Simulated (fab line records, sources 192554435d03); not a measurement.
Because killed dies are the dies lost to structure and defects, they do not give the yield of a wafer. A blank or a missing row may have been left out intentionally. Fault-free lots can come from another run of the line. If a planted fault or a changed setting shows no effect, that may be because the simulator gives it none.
3 desks looking at one fault || flow n5_finfet || each desk has only its own numbers; what lay behind them comes last
Where a reading is given only as a bound, like >300, the bound stands for it, and a mean or a difference that rests on one is marked > or <: the true number lies beyond.

FOR THE TOOL OWNER'S DESK: plasma_asher-01
The tool's own readings at N5_ZERO_LAYER_STRIP_24 (strips in O2): means of the sampled wafers that have a number, for each lot that ran on this tool. Any lot whose mean is over 4 standard deviations away from the usual mean is out of limits and marked OUT; that distance is given in the brackets.
Columns: A = drypump_motor_current_A at N5_ZERO_LAYER_STRIP_24, usual 6.2 A; B = heater_power_w at N5_ZERO_LAYER_STRIP_24, usual 302 W; C = oes_product_au at N5_ZERO_LAYER_STRIP_24, usual 0.647 a.u.; D = strip_time_to_endpoint_s at N5_ZERO_LAYER_STRIP_24, usual 43.88 s
{"lot": "L814", "first seen here": "day 1 18:56", "A": 6.2, "B": 318, "C": 0.645, "D": 43.91}
{"lot": "L816", "first seen here": "day 2 07:01", "A": 6.6, "B": 304, "C": 0.643, "D": 43.63}
{"lot": "L817", "first seen here": "day 2 13:07", "A": 6.1, "B": 323, "C": 0.648, "D": 43.83}
{"lot": "L819", "first seen here": "day 3 01:13", "A": 5.7, "B": 323, "C": 0.649, "D": 43.73}
{"lot": "L826", "first seen here": "day 4 18:53", "A": 6.3, "B": 315, "C": 0.643, "D": 44.00}
{"lot": "L830", "first seen here": "day 5 19:02", "A": 6.0, "B": 320, "C": 0.646, "D": 43.73}
Finding of this desk: none of the 6 lots has anything out of limits.

METROLOGY DESK
What the gauges read, lot by lot, whatever tool the lot ran on: means of the sampled wafers that have a number. Any lot whose mean is over 4 standard deviations away from the usual mean is out of limits and marked OUT; that distance is given in the brackets. Only the readings that lie furthest out on some lot appear, 7 of the 10 it has.
Columns: A = DIBL_P at N5_BEOL_M4_RC_MEAS_101, usual 36 mV/V; B = IOFF_N at N5_BEOL_M4_RC_MEAS_101, usual 0.16 nA/um; C = IOFF_P at N5_BEOL_M4_RC_MEAS_101, usual 0.21 nA/um; D = ION_P at N5_BEOL_M4_RC_MEAS_101, usual 462 uA/um; E = SS_N at N5_BEOL_M4_RC_MEAS_101, usual 71.6 mV/dec; F = SS_P at N5_BEOL_M4_RC_MEAS_101, usual 73.2 mV/dec; G = VT_P at N5_BEOL_M4_RC_MEAS_101, usual -250 mV
{"lot": "L816", "first seen here": "day 11 20:04", "A": 40, "B": 0.20, "C": 0.27, "D": 471, "E": 71.9, "F": 73.9, "G": -246}
{"lot": "L814", "first seen here": "day 12 07:51", "A": 36, "B": 0.12, "C": 0.21, "D": 462, "E": 70.5, "F": 72.8, "G": -247}
{"lot": "L819", "first seen here": "day 12 13:42", "A": 34, "B": 0.14, "C": 0.16, "D": 451, "E": 70.7, "F": 72.9, "G": -254}
{"lot": "L817", "first seen here": "day 12 16:52", "A": 35, "B": 0.14, "C": 0.19, "D": 460, "E": 71.1, "F": 72.5, "G": -251}
{"lot": "L826", "first seen here": "day 15 08:49", "A": 33, "B": 0.13, "C": 0.17, "D": 453, "E": 71.5, "F": 72.4, "G": -253}
{"lot": "L830", "first seen here": "day 15 19:12", "A": 37, "B": 0.14, "C": 0.18, "D": 463, "E": 72.1, "F": 73.2, "G": -255}
{"lot": "L833", "first seen here": "day 15 22:50", "A": 39, "B": 0.18, "C": 0.23, "D": 462, "E": 71.6, "F": 74.3, "G": -252}
{"lot": "L832", "first seen here": "day 17 04:29", "A": 37, "B": 0.16, "C": 0.22, "D": 457, "E": 71.9, "F": 73.5, "G": -250}
{"lot": "L836", "first seen here": "day 17 10:15", "A": 40, "B": 0.21, "C": 0.26, "D": 463, "E": 72.5, "F": 73.7, "G": -248}
Finding of this desk: none of the 9 lots has anything out of limits.

THE DEFECT DESK
For each lot, the counts of the inspections along the route, averaged over the sampled wafers that have a number. Any lot whose mean is over 4 standard deviations away from the usual mean is out of limits and marked OUT; that distance is given in the brackets.
Columns: A = raw_defect_count at N5_ZERO_LAYER_INSPECT_20, usual 33; B = raw_defect_count at N5_WELL_APT_INSPECT_10, usual 2.0; C = raw_defect_count at N5_WELL_APT_INSPECT_38, usual 13
{"lot": "L814", "first seen here": "day 1 19:17", "A": 42, "B": 2.5, "C": 16}
{"lot": "L816", "first seen here": "day 2 07:40", "A": 34, "B": 2.0, "C": 21}
{"lot": "L817", "first seen here": "day 2 13:28", "A": 33, "B": 2.3, "C": 9}
{"lot": "L819", "first seen here": "day 3 01:34", "A": 25, "B": 2.7, "C": 19}
{"lot": "L826", "first seen here": "day 4 19:15", "A": "551 (+40) OUT", "B": ">200 (+99 or more) OUT", "C": "536 (+99 or more) OUT"}
{"lot": "L830", "first seen here": "day 5 19:23", "A": "299 (+20) OUT", "B": ">101 (>+62) OUT", "C": "280 (+52) OUT"}
{"lot": "L832", "first seen here": "day 6 07:51", "A": 27, "B": 2.0, "C": 10}
{"lot": "L833", "first seen here": "day 6 13:23", "A": 33, "B": 0.7, "C": 12}
{"lot": "L836", "first seen here": "day 7 07:25", "A": 32, "B": 0.3, "C": 13}
This desk's finding: out of limits on L826, L830; first on L826, day 4 19:15 (raw_defect_count at N5_ZERO_LAYER_INSPECT_20). Within limits: L814, L816, L817, L819, L832, L833, L836.

TAKEN TOGETHER
The defect desk could have raised an alarm at day 4 19:15, on L826, L830.
The tool owner's desk saw nothing out of limits.
Metrology desk: nothing out of limits seen.
The tool owner's desk has L826, L830 on record, within its limits.
The metrology desk holds a record of L826, L830, inside its limits.
N5_ZERO_LAYER_STRIP_24 was run on plasma_asher-01 by each of the lots named.

WHAT WAS PUT IN BY THE SIMULATOR
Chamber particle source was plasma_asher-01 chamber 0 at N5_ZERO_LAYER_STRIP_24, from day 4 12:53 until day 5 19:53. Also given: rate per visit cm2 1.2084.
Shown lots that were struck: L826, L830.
Hours from the fault's start to each desk's first reading out of limits: the defect desk, 6.
